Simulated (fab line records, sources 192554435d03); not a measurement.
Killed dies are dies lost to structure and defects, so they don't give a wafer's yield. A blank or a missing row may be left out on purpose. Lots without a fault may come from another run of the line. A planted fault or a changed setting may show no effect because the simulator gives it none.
A struck lot beside a sound one | flow n5_finfet | 16 steps out of a route of 1938
Sound: wafers L530.3, L530.5, L530.6. Struck: wafer L525.2. (L525.1, L525.5 of the same lot were not struck and are left out.) The cause comes at the end.
At each step with rows: each side's tool, then ch and its chambers, then its first start. Under that, the readings that differ: sound wafers | struck wafers | difference of the means | sigmas: that difference in standard deviations of wafers without a fault.
alike: readings whose means differ by less than 2 such deviations, and words and numbers that are the same on both sides. not compared: withheld readings, readings that some wafer has no value for, bounds like >300 that may hide the same value, and numbers for which the record gives no deviation and whose values overlap.
The two part at a step that has a row with sigmas, a row that says differs or no value, or rows on one side only. Numbers that don't overlap but have no deviation are shown without sigmas and don't part them. A reading that every wafer of one side lacks parts them only if that side has two wafers or more.

first, 8 steps without rows for these wafers: N5_BEOL_M0_SAQP_COAT_72 (time 60 s, resist thk 15 nm); N5_BEOL_M0_SAQP_COAT_87 (time 60 s, resist thk 5 nm); N5_BEOL_M0_SAQP_COAT_34 (resist thk 30 nm); N5_BEOL_M0_SAQP_EBR_36; N5_BEOL_M0_SAQP_SOFTBAKE_35 (time 60 s); N5_BEOL_M0_SAQP_EXPOSE_37 (exposes mask M0 CUT1, target cd 30 nm); N5_BEOL_M0_SAQP_PEB_38 (peb time 60 s); N5_BEOL_M0_SAQP_DEVELOP_39 (develop time 30 s).
N5_BEOL_M0_SAQP_CD_MEAS_40: target cd 30 nm.
  sound on cd_sem-02 ch 0, day 9 15:12; struck on cd_sem-01 ch 0, day 8 20:50
  alike: cd_nm
N5_BEOL_M0_SAQP_OVL_MEAS_41:
  sound on overlay-01 ch 0, day 9 15:14; struck on overlay-02 ch 0, day 8 20:52
  reading          | sound          | struck | difference | sigmas
  M0_CUT1_OVL (nm) | -0.7 -1.0 -0.4 | 0.7    | +1.4       | +2
N5_BEOL_M0_SAQP_INSPECT_42: inspects for defects (brightfield).
  sound on defect_inspect-01, day 9 15:17; struck on defect_inspect-01, day 8 20:56
  alike: raw_defect_count
N5_BEOL_M0_SAQP_DESCUM_45: chemistry O2, time 7 s.
  sound on rie_diel-04 ch 1,2, day 9 15:19; struck on rie_diel-03 ch 0, day 8 20:58
  alike: drypump_motor_current_A, oes_product_au, rf_vpp_V, showerhead_plenum_p_Torr, throttle_valve_pct
  not compared: rf_hours_counter_h
N5_BEOL_M0_SAQP_ETCH_88: etches underlayer in N2/H2, target depth 6.5 nm, time 5.2 s.
  sound on rie_diel-04 ch 1,2, day 9 15:21; struck on rie_diel-03 ch 0, day 8 21:00
  reading               | sound          | struck | difference | sigmas
  etch_rf_on_time_s (s) | 5.32 5.28 5.27 | 3.86   | -1.43      | -15
  oes_product_au (a.u.) | 0.61 0.63 0.61 | 0.74   | +0.12      | +2
  alike: drypump_motor_current_A, rf_vpp_V, showerhead_plenum_p_Torr, throttle_valve_pct
  not compared: rf_hours_counter_h
N5_BEOL_M0_SAQP_ETCH_73: etches SiARC in CF4, target depth 19.5 nm, time 32.5 s.
  sound on rie_diel-04 ch 1,2, day 9 15:22; struck on rie_diel-03 ch 0, day 8 21:01
  alike: drypump_motor_current_A, etch_rf_on_time_s, oes_product_au, rf_vpp_V, showerhead_plenum_p_Torr, throttle_valve_pct
  not compared: rf_hours_counter_h
-- the record jumps here: 3 days lie between the struck wafers' starts before and after (it left off in module BEOL_M0_SAQP and takes up again in module BEOL_M4, whose first step shown is number 1111 of the route) --
N5_BEOL_M4_RC_MEAS_101:
  sound on prober-01 ch 0, day 11 23:13; struck on prober-02 ch 0, day 11 19:33
  alike: DIBL_N, DIBL_P, IOFF_N, IOFF_P, ION_N, ION_P, SS_N, SS_P, VT_N, VT_P
-- the record jumps here: 5 days lie between the struck wafers' starts before and after (it left off in module BEOL_M4 and takes up again in module PASSIVATION, whose first step shown is number 1936 of the route) --
N5_PASSIVATION_PROBE_49:
  sound on prober-01, day 16 09:41; struck on prober-02, day 16 10:35
  alike: defect_limited_yield, killed_at_M0_to_M3, killed_at_M4_up, killed_at_contacts, killed_at_front_end, killed_at_other, killed_dies, killed_on_rim, killed_open, killed_short, sort_bin_5_function, sort_bin_6_memory, sort_n_pass, sort_yield_pct

WHERE THEY PART
First at N5_BEOL_M0_SAQP_OVL_MEAS_41; last, within this record, at N5_BEOL_M0_SAQP_ETCH_88. Later steps at which nothing parts them and some readings are alike: N5_BEOL_M0_SAQP_ETCH_73, N5_BEOL_M4_RC_MEAS_101, N5_PASSIVATION_PROBE_49.

WHY: what the simulator had put in
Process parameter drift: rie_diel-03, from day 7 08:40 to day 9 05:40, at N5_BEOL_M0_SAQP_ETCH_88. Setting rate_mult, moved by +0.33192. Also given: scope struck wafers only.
